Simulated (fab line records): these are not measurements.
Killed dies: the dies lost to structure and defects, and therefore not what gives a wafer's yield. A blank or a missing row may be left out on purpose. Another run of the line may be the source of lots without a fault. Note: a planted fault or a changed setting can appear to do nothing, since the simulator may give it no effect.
Matching of chambers	flow n5-finfet	N5_GATE_CUT_DESCUM_18 on rie-diel-03 has 4 sister chambers
The step chemistry O2, time 7 s. 14 wafers are shown with their chamber, then 7 later ones without.

== WAFERS WITH THEIR CHAMBER ==
wafer	chamber	showerhead-plenum-p-Torr (Torr)	drypump-motor-current-A (A)	throttle-valve-pct (%)
L075.1	1	2.17	6.1	20.34
L075.4	2	2.04	4.9	20.50
L075.6	3	2.19	6.0	20.62
L078.1	3	2.19	5.9	20.62
L078.2	2	2.04	4.9	20.51
L078.3	1	2.17	6.1	20.35
L082.1	0	2.11	6.7	20.48
L082.4	3	2.18	5.9	20.66
L082.5	0	2.11	6.8	20.49
L085.3	1	2.16	6.0	20.39
L085.4	3	2.18	5.9	20.68
L085.5	2	2.04	4.9	20.04
L089.1	1	2.16	6.1	20.40
L089.2	2	2.04	4.9	20.07

SIGNATURES (means of the wafers above)
reading	chamber 0	chamber 1	chamber 2	chamber 3	scatter within a chamber
showerhead-plenum-p-Torr	2.1100	2.1650	2.0400	2.1850	0.00447
drypump-motor-current-A	6.750	6.075	4.900	5.925	0.0447
throttle-valve-pct	20.4850	20.3700	20.2800	20.6450	0.144
Rule: a wafer lies at a distance from a chamber equal to the root of the sum of squares, over the readings, of (its reading less the chamber's mean, divided by the reading's scatter). The wafer belongs to the nearest chamber; if the next one is less than 2 further off, it can't be placed. How the scatter is found: for the shown wafers, subtract from each reading the mean of its chamber, square and add these, divide the total by (wafers less chambers), then take the root.

== WAFERS WITHOUT THEIR CHAMBER ==
wafer	showerhead-plenum-p-Torr (Torr)	drypump-motor-current-A (A)	throttle-valve-pct (%)
L089.6	2.04	4.9	20.03
L092.1	2.11	6.8	20.51
L092.2	2.18	5.9	20.66
L092.5	2.04	4.9	20.06
L093.3	2.16	6.1	20.39
L093.4	2.18	5.9	20.67
L093.6	2.11	6.7	20.51

== EACH ONE'S CHAMBER ==
wafer	from the rows above	in truth
L089.6	2	2
L092.1	0	0
L092.2	3	3
L092.5	2	2
L093.3	1	1
L093.4	3	3
L093.6	0	0
7 of 7 placed correctly. Not placeable from these rows: 0. 0 placed wrongly.
